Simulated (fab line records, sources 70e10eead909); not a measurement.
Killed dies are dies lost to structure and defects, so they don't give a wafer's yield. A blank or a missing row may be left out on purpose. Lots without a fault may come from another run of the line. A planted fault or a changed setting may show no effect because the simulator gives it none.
One fault seen from 2 desks | flow nand_harc | each desk has only its own numbers; what lay behind them comes last

THE TOOL OWNER'S DESK: arfi_scanner-02
The tool's own readings at NHARC_A_CHANNEL_HOLE_D1_EXPOSE_07 (exposes mask HOLE D1, target cd 100 nm): means of the sampled wafers that have a number, for each lot that ran on this tool. A lot is out of limits, marked OUT, if its mean lies more than 4 standard deviations from the usual mean; the brackets give that distance.
Columns: A = exposure_dose_mJ_cm2 at NHARC_A_CHANNEL_HOLE_D1_EXPOSE_07, usual 59.64
lot  | first seen here | A
L328 | day 11 04:01    | 59.61
L331 | day 12 19:53    | 57.02 (-43) OUT
L333 | day 13 05:27    | 57.53 (-35) OUT
This desk's finding: out of limits on L331, L333; first on L331, day 12 19:53 (exposure_dose_mJ_cm2 at NHARC_A_CHANNEL_HOLE_D1_EXPOSE_07). In limits: L328.

THE METROLOGY DESK
What the gauges read, lot by lot, whatever tool the lot ran on: means of the sampled wafers that have a number. A lot is out of limits, marked OUT, if its mean lies more than 4 standard deviations from the usual mean; the brackets give that distance.
Columns: A = cd_nm at NHARC_A_CHANNEL_HOLE_D1_CD_MEAS_10, usual 100.0 nm; B = overlay_x_nm at NHARC_A_CHANNEL_HOLE_D1_OVL_MEAS_11, usual 0.2 nm; C = overlay_y_nm at NHARC_A_CHANNEL_HOLE_D1_OVL_MEAS_11, usual -0.1 nm
lot  | first seen here | A               | B    | C
L328 | day 11 04:09    | 100.2           | -0.5 | -0.6
L331 | day 12 20:01    | 97.4 (-6.8) OUT | -0.7 | -0.7
L333 | day 13 05:35    | 97.7 (-6.1) OUT | 0.2  | -0.1
L341 | day 16 14:53    | 100.0           | -0.3 | -0.7
This desk's finding: out of limits on L331, L333; first on L331, day 12 20:01 (cd_nm at NHARC_A_CHANNEL_HOLE_D1_CD_MEAS_10). In limits: L328, L341.

PUT TOGETHER
The tool owner's desk could have raised an alarm at day 12 19:53, on L331, L333.
The metrology desk could have raised an alarm at day 12 20:01, on L331, L333.
Of the lots named, all ran NHARC_A_CHANNEL_HOLE_D1_EXPOSE_07 on arfi_scanner-02.

WHAT THE SIMULATOR HAD PUT IN
Process parameter drift: arfi_scanner-02, from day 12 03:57 on, at NHARC_A_CHANNEL_HOLE_D1_EXPOSE_07. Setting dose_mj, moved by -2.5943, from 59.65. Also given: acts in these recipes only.
Lots struck among those shown: L331, L333.
Hours from the fault's start to each desk's first reading out of limits: the tool owner's desk, 16; the metrology desk, 16.
